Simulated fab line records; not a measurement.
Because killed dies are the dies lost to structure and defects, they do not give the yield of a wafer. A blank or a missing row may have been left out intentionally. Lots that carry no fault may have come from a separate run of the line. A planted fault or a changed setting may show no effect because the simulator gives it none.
Struck lot and sound lot, side by side    flow n5Finfet    16 steps out of a route of 1938
Sound: these wafers, L137.1, L137.3, L137.6. Struck: wafer L143.2. (L143.1 of the same lot was not struck and is left out.) The cause comes at the end.
Each step with rows lists, per side, the tool, then ch with its chambers, then its first start. Under that, the readings that differ: sound wafers    struck wafers    difference of the means    sigmas: that difference in standard deviations of wafers without a fault.
alike: readings with means less than 2 such deviations apart, plus words and numbers identical on both sides. not compared: withheld readings, readings lacking a value on some wafer, bounds such as >300 that could conceal the same value, and numbers that have no deviation in the record and whose values overlap.
The two part at a step that has a row with sigmas, a row that says differs or no value, or rows on one side only. Non-overlapping numbers with no deviation appear without sigmas and do not part them. Lack of a reading on every wafer of one side parts them only where that side has two or more wafers.

first, 4 steps without rows for these wafers: N5_MOL_CONTACT_COAG_SOFTBAKE_35 (time 60 s); N5_MOL_CONTACT_COAG_EXPOSE_37 (exposes mask VD, defocus 0 nm); N5_MOL_CONTACT_COAG_PEB_38 (peb time 60 s); N5_MOL_CONTACT_COAG_DEVELOP_39 (develop time 30 s).
N5_MOL_CONTACT_COAG_CD_MEAS_40: the cd target is 25.1 nm.
  sound on cdSem-03 ch 0, day 6 09:45; struck on cdSem-03 ch 0, day 8 04:25
  alike: cdNm
N5_MOL_CONTACT_COAG_OVL_MEAS_41:
  sound on overlay-02 ch 0, day 6 09:47; struck on overlay-02 ch 0, day 8 04:27
  alike: VD_OVL
N5_MOL_CONTACT_COAG_INSPECT_42: inspects for defects (brightfield).
  struck on defectInspect-01, day 8 04:31; sound on defectInspect-02, day 6 09:50
  alike: rawDefectCount
N5_MOL_CONTACT_COAG_DESCUM_45: chemistry O2, time 7 s.
  sound on rieDiel-02 ch 1,3, day 6 09:52; struck on rieDiel-03 ch 3, day 8 04:56
  alike: drypumpMotorCurrentA, oesProductAu, rfVppV, showerheadPlenumPTorr, throttleValvePct
  not compared: rfHoursCounterH
N5_MOL_CONTACT_COAG_ETCH_65: etches underlayer in N2/H2, target depth 13 nm, time 10.4 s.
  sound on rieDiel-02 ch 1,3, day 6 09:55; struck on rieDiel-03 ch 3, day 8 04:58
  alike: drypumpMotorCurrentA, etchRfOnTimeS, n2FlowSccm, oesProductAu, rfVppV, showerheadPlenumPTorr, throttleValvePct
  not compared: rfHoursCounterH
N5_MOL_CONTACT_COAG_ETCH_66: etches SiARC in CF4, target depth 13 nm, time 21.7 s.
  sound on rieDiel-02 ch 1,3, day 6 09:57; struck on rieDiel-03 ch 3, day 8 04:59
  alike: drypumpMotorCurrentA, etchRfOnTimeS, oesProductAu, rfVppV, showerheadPlenumPTorr, throttleValvePct
  not compared: rfHoursCounterH
N5_MOL_CONTACT_COAG_ALD_133: deposits SiO2, target thk 5 nm, pulse time 1 s, co reactant pulse time 1 s.
  sound on aldSin-02 ch 0,2, day 6 10:13; struck on aldSin-01 ch 3, day 8 05:04
  alike: heaterPowerW, precursorPulseHeightRel
N5_MOL_CONTACT_COAG_ETCHBACK_134: etches SiO2 in CHF3, target depth 10 nm, time 6.7 s.
  sound on rieDiel-02 ch 1,2, day 6 10:23; struck on rieDiel-02 ch 0, day 8 05:26
  alike: drypumpMotorCurrentA, oesProductAu, rfVppV, showerheadPlenumPTorr, throttleValvePct
  not compared: rfHoursCounterH
N5_MOL_CONTACT_COAG_ETCH_67: etches SOC in N2/H2, target depth 60 nm, overetch 21 nm, time 101.2 s.
  sound on rieDiel-02 ch 1,2, day 6 10:26; struck on rieDiel-02 ch 0, day 8 05:29
reading                                             sound        struck  difference  sigmas
model.SiARC_of_MOL_CONTACT_COAG_COAT_63.thkNm (nm)  5.8 5.8 5.8  6.4     +0.6        
  alike: drypumpMotorCurrentA, n2FlowSccm, oesProductAu, rfVppV, showerheadPlenumPTorr, throttleValvePct
  not compared: rfHoursCounterH
then, 1 step without rows for these wafers: N5_MOL_CONTACT_COAG_STRIP_68 (strips in N2/H2).
-- record jumps: 2 days separate the struck wafers' starts on either side; left off in module MOL_CONTACT_COAG, taken up again in module BEOL_M4, whose first shown step is the route's number 1111 --
N5_BEOL_M4_RC_MEAS_101:
  sound on prober-01 ch 0, day 9 01:38; struck on prober-02 ch 0, day 10 16:24
reading        sound           struck  difference  sigmas
DIBL_N (mV/V)  36.8 35.2 34.8  38.9    +3.3        +3
DIBL_P (mV/V)  37.1 34.3 34.5  38.7    +3.4        +2
  alike: IOFF_N, IOFF_P, ION_N, ION_P, SS_N, SS_P, VT_N, VT_P
then, 1 step without rows for these wafers: N5_PASSIVATION_PROBE_49.

## WHERE THEY PART
Only at N5_BEOL_M4_RC_MEAS_101, within this record.

WHY: whatever the simulator had introduced
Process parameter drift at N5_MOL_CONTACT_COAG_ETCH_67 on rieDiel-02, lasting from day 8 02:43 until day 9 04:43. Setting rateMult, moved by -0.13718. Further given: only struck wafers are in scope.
